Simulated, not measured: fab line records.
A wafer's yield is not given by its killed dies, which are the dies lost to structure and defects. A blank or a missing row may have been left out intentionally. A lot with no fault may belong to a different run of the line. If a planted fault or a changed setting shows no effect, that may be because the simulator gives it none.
Matching of chambers / flow n5Finfet / pecvd-01 running N5_BEOL_M13_DEP_53: 3 sister chambers
The step deposits SiCN from 3MS/NH3, target thk 50 nm, time 17.8 s. 22 wafers are shown with their chamber, then 11 later ones without.

## EACH WAFER AND ITS CHAMBER
wafer=L074.1; chamber=1; showerheadPlenumPTorr (Torr)=4.182; throttleValvePct (%)=17.8
wafer=L074.2; chamber=2; showerheadPlenumPTorr (Torr)=4.181; throttleValvePct (%)=17.2
wafer=L074.3; chamber=0; showerheadPlenumPTorr (Torr)=4.123; throttleValvePct (%)=18.7
wafer=L076.1; chamber=1; showerheadPlenumPTorr (Torr)=4.182; throttleValvePct (%)=18.0
wafer=L076.4; chamber=2; showerheadPlenumPTorr (Torr)=4.178; throttleValvePct (%)=17.1
wafer=L076.6; chamber=0; showerheadPlenumPTorr (Torr)=4.115; throttleValvePct (%)=18.4
wafer=L077.2; chamber=0; showerheadPlenumPTorr (Torr)=4.120; throttleValvePct (%)=18.6
wafer=L077.4; chamber=1; showerheadPlenumPTorr (Torr)=4.189; throttleValvePct (%)=18.0
wafer=L077.6; chamber=2; showerheadPlenumPTorr (Torr)=4.181; throttleValvePct (%)=17.0
wafer=L078.1; chamber=0; showerheadPlenumPTorr (Torr)=4.116; throttleValvePct (%)=18.6
wafer=L078.3; chamber=2; showerheadPlenumPTorr (Torr)=4.173; throttleValvePct (%)=17.2
wafer=L078.4; chamber=2; showerheadPlenumPTorr (Torr)=4.185; throttleValvePct (%)=17.0
wafer=L081.4; chamber=0; showerheadPlenumPTorr (Torr)=4.127; throttleValvePct (%)=18.8
wafer=L081.5; chamber=1; showerheadPlenumPTorr (Torr)=4.175; throttleValvePct (%)=18.3
wafer=L081.6; chamber=2; showerheadPlenumPTorr (Torr)=4.195; throttleValvePct (%)=16.8
wafer=L082.1; chamber=2; showerheadPlenumPTorr (Torr)=4.192; throttleValvePct (%)=17.3
wafer=L082.5; chamber=1; showerheadPlenumPTorr (Torr)=4.177; throttleValvePct (%)=17.8
wafer=L082.6; chamber=0; showerheadPlenumPTorr (Torr)=4.125; throttleValvePct (%)=18.8
wafer=L083.2; chamber=0; showerheadPlenumPTorr (Torr)=4.128; throttleValvePct (%)=18.6
wafer=L083.4; chamber=2; showerheadPlenumPTorr (Torr)=4.190; throttleValvePct (%)=17.3
wafer=L083.6; chamber=0; showerheadPlenumPTorr (Torr)=4.120; throttleValvePct (%)=18.5
wafer=L080.1; chamber=2; showerheadPlenumPTorr (Torr)=4.185; throttleValvePct (%)=17.1

SIGNATURES (averages over the wafers above)
reading=showerheadPlenumPTorr; chamber 0=4.12175; chamber 1=4.18100; chamber 2=4.18444; scatter within a chamber=0.00597
reading=throttleValvePct; chamber 0=18.625; chamber 1=17.980; chamber 2=17.111; scatter within a chamber=0.164
Rule: a wafer lies at a distance from a chamber equal to the root of the sum of squares, over the readings, of (its reading less the chamber's mean, divided by the reading's scatter). The wafer belongs to the nearest chamber; if the next one is less than 2 further off, it can't be placed. The scatter: take each reading less its chamber's mean, square it, sum over the shown wafers, divide by the number of wafers less the number of chambers, and take the root.

## WAFERS WITHOUT THEIR CHAMBER
wafer=L080.3; showerheadPlenumPTorr (Torr)=4.175; throttleValvePct (%)=18.0
wafer=L080.6; showerheadPlenumPTorr (Torr)=4.185; throttleValvePct (%)=18.1
wafer=L084.1; showerheadPlenumPTorr (Torr)=4.126; throttleValvePct (%)=18.6
wafer=L084.2; showerheadPlenumPTorr (Torr)=4.190; throttleValvePct (%)=17.3
wafer=L084.3; showerheadPlenumPTorr (Torr)=4.179; throttleValvePct (%)=18.1
wafer=L084.4; showerheadPlenumPTorr (Torr)=4.118; throttleValvePct (%)=18.5
wafer=L084.5; showerheadPlenumPTorr (Torr)=4.186; throttleValvePct (%)=17.3
wafer=L084.6; showerheadPlenumPTorr (Torr)=4.182; throttleValvePct (%)=18.0
wafer=L091.1; showerheadPlenumPTorr (Torr)=4.176; throttleValvePct (%)=18.0
wafer=L091.5; showerheadPlenumPTorr (Torr)=4.186; throttleValvePct (%)=17.7
wafer=L091.6; showerheadPlenumPTorr (Torr)=4.182; throttleValvePct (%)=17.5

## CHAMBER TAKEN BY EACH
wafer=L080.3; from the rows above=1; in truth=1
wafer=L080.6; from the rows above=1; in truth=1
wafer=L084.1; from the rows above=0; in truth=0
wafer=L084.2; from the rows above=2; in truth=2
wafer=L084.3; from the rows above=1; in truth=1
wafer=L084.4; from the rows above=0; in truth=0
wafer=L084.5; from the rows above=2; in truth=2
wafer=L084.6; from the rows above=1; in truth=1
wafer=L091.1; from the rows above=1; in truth=1
wafer=L091.5; from the rows above=can't be placed: 1 or 2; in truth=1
wafer=L091.6; from the rows above=can't be placed: 2 or 1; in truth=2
Correct placement for 9 of the 11. Cannot be placed on the basis of these rows: 2; the candidates contain the true chamber in 2. 0 placed wrongly.
